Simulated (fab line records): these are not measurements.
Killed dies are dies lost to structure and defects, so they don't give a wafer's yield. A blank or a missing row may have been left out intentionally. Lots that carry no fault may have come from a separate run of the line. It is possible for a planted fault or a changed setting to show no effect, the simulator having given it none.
Which tool did it? + flow nand harc + 11 lots with 33 wafers sampled at 5 steps, on a route of 1302 steps

== WHAT THE GAUGES READ, wafer by wafer ==
NHARC_A_CHANNEL_HOLE_D1_CD_MEAS_18. Usual: cd nm 101 nm, standard deviation 3.7.
| lot  | measured     | on        | cd nm (nm)  | flag |
|------|--------------|-----------|-------------|------|
| L728 | day 8 18:24  | cd sem-03 | 94 99 96    |      |
| L729 | day 8 18:46  | cd sem-01 | 104 101 100 |      |
| L734 | day 11 05:20 | cd sem-02 | 96 103 102  |      |
| L737 | day 12 02:55 | cd sem-03 | 108 100 106 |      |
| L736 | day 12 04:49 | cd sem-01 | 102 104 99  |      |
| L738 | day 12 18:16 | cd sem-02 | 103 102 106 |      |
| L739 | day 13 03:35 | cd sem-02 | 100 103 99  |      |
| L740 | day 13 17:31 | cd sem-02 | 107 102 101 |      |
| L749 | day 17 02:41 | cd sem-02 | 99 101 102  |      |
| L750 | day 17 16:17 | cd sem-01 | 104 101 98  |      |
| L751 | day 17 19:57 | cd sem-02 | 97 100 96   |      |

NHARC_END_SORT_01. Usual: killed at array 58, standard deviation 22; killed at other 1.0, standard deviation 1.3; killed at periphery 5, standard deviation 3.4; killed dies 64, standard deviation 22; killed open 3.6, standard deviation 1.8; killed short 2.4, standard deviation 1.7.
| lot  | measured     | on        | killed at array | killed at other | killed at periphery | killed dies | killed open | killed short | flag |
|------|--------------|-----------|-----------------|-----------------|---------------------|-------------|-------------|--------------|------|
| L739 | day 28 19:41 | prober-01 | 670 34 43       | 1 0 0           | 5 7 4               | 676 41 47   | 5 4 4       | 2 2 0        | OFF  |

== TOOL THAT RAN EACH LOT (tool first, then ch and the chambers of the sampled wafers, then the start) ==
| lot  | NHARC_A_CHANNEL_HOLE_D1_DESCUM_15  | NHARC_A_CHANNEL_HOLE_D1_ETCH_26  | NHARC_A_CHANNEL_HOLE_D1_ETCH_44    |
|------|------------------------------------|----------------------------------|------------------------------------|
| L728 | rie diel-01 ch 0,1,2, day 8 16:55  | har etch-01 ch 0,1, day 8 22:19  | rie diel-11 ch 0,1, day 8 23:13    |
| L729 | rie diel-11 ch 0,3, day 8 17:40    | har etch-02 ch 0,1, day 8 23:28  | rie diel-02 ch 0,2, day 9 00:21    |
| L734 | rie diel-02 ch 0,1,3, day 11 04:11 | har etch-01 ch 0,1, day 11 09:12 | rie diel-11 ch 1,2,3, day 11 10:08 |
| L737 | rie diel-11 ch 0,1,3, day 12 01:48 | har etch-02 ch 0,1, day 12 08:40 | rie diel-11 ch 0,1,2, day 12 09:33 |
| L736 | rie diel-11 ch 0,1,2, day 12 03:44 | har etch-01 ch 0, day 12 10:42   | rie diel-11 ch 1,2,3, day 12 11:37 |
| L738 | rie diel-11 ch 0,1,2, day 12 17:10 | har etch-01 ch 0, day 12 22:10   | rie diel-11 ch 1,2, day 12 23:05   |
| L739 | rie diel-11 ch 1,2, day 13 02:29   | har etch-01 ch 0,1, day 13 07:27 | rie diel-11 ch 0,1,3, day 13 08:23 |
| L740 | rie diel-11 ch 0,1,2, day 13 16:12 | har etch-01 ch 0,1, day 13 22:15 | rie diel-02 ch 1,2,3, day 13 23:24 |
| L749 | rie diel-11 ch 1,2,3, day 17 01:23 | har etch-02 ch 0,1, day 17 16:01 | rie diel-11 ch 0,1,2, day 17 16:57 |
| L750 | rie diel-11 ch 0,2,3, day 17 15:12 | har etch-02 ch 0,1, day 18 00:23 | rie diel-11 ch 1,3, day 18 01:18   |
| L751 | rie diel-02 ch 0,1, day 17 18:49   | har etch-01 ch 0,1, day 18 00:55 | rie diel-01 ch 0,1, day 18 02:53   |
- NHARC_A_CHANNEL_HOLE_D1_DESCUM_15: chemistry O2, time 3 s.
- NHARC_A_CHANNEL_HOLE_D1_ETCH_26: etches the open film in C4F8/O2/Ar, time 224.1 s, target depth 300 nm.
- NHARC_A_CHANNEL_HOLE_D1_ETCH_44: etches the open film in CF4/O2, target depth 140 nm, overetch 14 nm, time 77 s.

== WHAT THE TOOLS THEMSELVES READ (means of the sampled wafers that have a number; where no wafer has one, the mark that the record gives instead) ==
NHARC_A_CHANNEL_HOLE_D1_DESCUM_15. Usual: drypump motor current A 6.1 A, standard deviation 0.43; oes product au 0.996 a.u., standard deviation 0.011; rf vpp V 57.7 V, standard deviation 0.87; showerhead plenum p Torr 1.90 Torr, standard deviation 0.096; throttle valve pct 11.310 %, standard deviation 0.0088.
| lot  | tool        | drypump motor current A (A) | oes product au (a.u.) | rf vpp V (V) | showerhead plenum p Torr (Torr) | throttle valve pct (%) | flag |
|------|-------------|-----------------------------|-----------------------|--------------|---------------------------------|------------------------|------|
| L728 | rie diel-01 | 5.6                         | 0.998                 | 57.3         | 1.87                            | 11.301                 |      |
| L729 | rie diel-11 | 6.0                         | 0.996                 | 58.0         | 1.98                            | 11.311                 |      |
| L734 | rie diel-02 | 5.9                         | 0.997                 | 57.9         | 1.96                            | 11.303                 |      |
| L737 | rie diel-11 | 6.0                         | 1.001                 | 57.4         | 1.89                            | 11.315                 |      |
| L736 | rie diel-11 | 6.3                         | 0.995                 | 57.8         | 1.86                            | 11.307                 |      |
| L738 | rie diel-11 | 6.3                         | 0.987                 | 57.3         | 1.86                            | 11.309                 |      |
| L739 | rie diel-11 | 6.2                         | 0.987                 | 58.5         | 1.90                            | 11.317                 |      |
| L740 | rie diel-11 | 6.3                         | 0.996                 | 57.5         | 1.86                            | 11.308                 |      |
| L749 | rie diel-11 | 5.9                         | 0.995                 | 57.7         | 1.93                            | 11.307                 |      |
| L750 | rie diel-11 | 6.2                         | 0.997                 | 58.3         | 1.94                            | 11.318                 |      |
| L751 | rie diel-02 | 6.1                         | 1.007                 | 57.8         | 1.88                            | 11.313                 |      |

NHARC_A_CHANNEL_HOLE_D1_ETCH_26. Usual: drypump motor current A 5.5 A, standard deviation 0.47; showerhead plenum p Torr 3.69 Torr, standard deviation 0.13; throttle valve pct 24.583 %, standard deviation 0.0097.
| lot  | tool        | drypump motor current A (A) | showerhead plenum p Torr (Torr) | throttle valve pct (%) | flag |
|------|-------------|-----------------------------|---------------------------------|------------------------|------|
| L728 | har etch-01 | 6.0                         | 3.73                            | 24.582                 |      |
| L729 | har etch-02 | 5.3                         | 3.59                            | 24.588                 |      |
| L734 | har etch-01 | 6.0                         | 3.71                            | 24.588                 |      |
| L737 | har etch-02 | 5.3                         | 3.57                            | 24.576                 |      |
| L736 | har etch-01 | 5.3                         | 3.76                            | 24.591                 |      |
| L738 | har etch-01 | 5.3                         | 3.75                            | 24.587                 |      |
| L739 | har etch-01 | 5.7                         | 3.72                            | 24.590                 |      |
| L740 | har etch-01 | 6.0                         | 3.69                            | 24.578                 |      |
| L749 | har etch-02 | 5.2                         | 3.83                            | 24.572                 |      |
| L750 | har etch-02 | 5.3                         | 3.91                            | 24.582                 |      |
| L751 | har etch-01 | 6.0                         | 3.65                            | 24.579                 |      |

NHARC_A_CHANNEL_HOLE_D1_ETCH_44. Usual: drypump motor current A 6.0 A (standard deviation 0.44); oes product au 0.999 a.u. (standard deviation 0.011); rf fwd power W 297.6 W (standard deviation 1.1); rf vpp V 198.0 V (standard deviation 1.7); run length s 98.4 s (standard deviation 0.42); showerhead plenum p Torr 1.34 Torr (standard deviation 0.068); throttle valve pct 13.397 % (standard deviation 0.0095).
| lot  | tool        | drypump motor current A (A) | oes product au (a.u.) | rf fwd power W (W) | rf vpp V (V) | run length s (s) | showerhead plenum p Torr (Torr) | throttle valve pct (%) | flag |
|------|-------------|-----------------------------|-----------------------|--------------------|--------------|------------------|---------------------------------|------------------------|------|
| L728 | rie diel-11 | 6.3                         | 0.981                 | 297.8              | 195.9        | 98.4             | 1.28                            | 13.387                 |      |
| L729 | rie diel-02 | 6.1                         | 1.008                 | 295.9              | 196.8        | 97.7             | 1.28                            | 13.403                 |      |
| L734 | rie diel-11 | 5.9                         | 0.994                 | 298.0              | 198.2        | 98.7             | 1.35                            | 13.397                 |      |
| L737 | rie diel-11 | 6.3                         | 0.994                 | 298.6              | 196.0        | 98.5             | 1.30                            | 13.393                 |      |
| L736 | rie diel-11 | 6.0                         | 1.000                 | 298.8              | 198.7        | 98.5             | 1.35                            | 13.398                 |      |
| L738 | rie diel-11 | 6.2                         | 0.987                 | 297.0              | 197.4        | 98.3             | 1.32                            | 13.395                 |      |
| L739 | rie diel-11 | 6.0                         | 1.004                 | 298.4              | 197.5        | 94.9             | 1.32                            | 13.397                 | OFF  |
| L740 | rie diel-02 | 5.9                         | 0.998                 | 296.6              | 198.0        | 98.2             | 1.35                            | 13.401                 |      |
| L749 | rie diel-11 | 6.3                         | 0.990                 | 298.1              | 197.1        | 98.5             | 1.30                            | 13.412                 |      |
| L750 | rie diel-11 | 5.7                         | 1.009                 | 297.3              | 198.5        | 98.6             | 1.36                            | 13.401                 |      |
| L751 | rie diel-01 | 5.6                         | 0.997                 | 297.3              | 197.4        | 98.7             | 1.32                            | 13.395                 |      |

== THE ANSWER, worked out from the rows above alone ==
Rule: a lot counts as off when the mean over its wafers that have a number is more than 3 standard deviations away from the usual mean. A lot without any number at a reading at which 4 lots or more have one is off too. Where the step has rows for the other lots, those lots are counted as sound. After the gauges, taken in route order, come the tools' own readings; for these a lot's mean is taken, as printed above. The first step at which some lot is off is used, and at that step the reading that is off furthest; a lot without a number counts as furthest.
Off: L739 (NHARC_END_SORT_01, killed at array). Neither off nor sound, because the step has no rows for them: L728, L729, L734, L737, L736, L738, L740, L749, L750, L751.
A tool fits if, at a process step before that reading, it ran every lot that is off, and no sound lot after the first of them. The gauges at NHARC_END_SORT_01 aren't tried: what is off there is off at NHARC_A_CHANNEL_HOLE_D1_ETCH_44 too, on other tools, and a gauge's error can't cause that. 2 tools fit, rie diel-11 at NHARC_A_CHANNEL_HOLE_D1_DESCUM_15 and NHARC_A_CHANNEL_HOLE_D1_ETCH_44 and har etch-01 at NHARC_A_CHANNEL_HOLE_D1_ETCH_26, so this cannot tell which one it is.

== WHAT THE SIMULATOR PUT IN ==
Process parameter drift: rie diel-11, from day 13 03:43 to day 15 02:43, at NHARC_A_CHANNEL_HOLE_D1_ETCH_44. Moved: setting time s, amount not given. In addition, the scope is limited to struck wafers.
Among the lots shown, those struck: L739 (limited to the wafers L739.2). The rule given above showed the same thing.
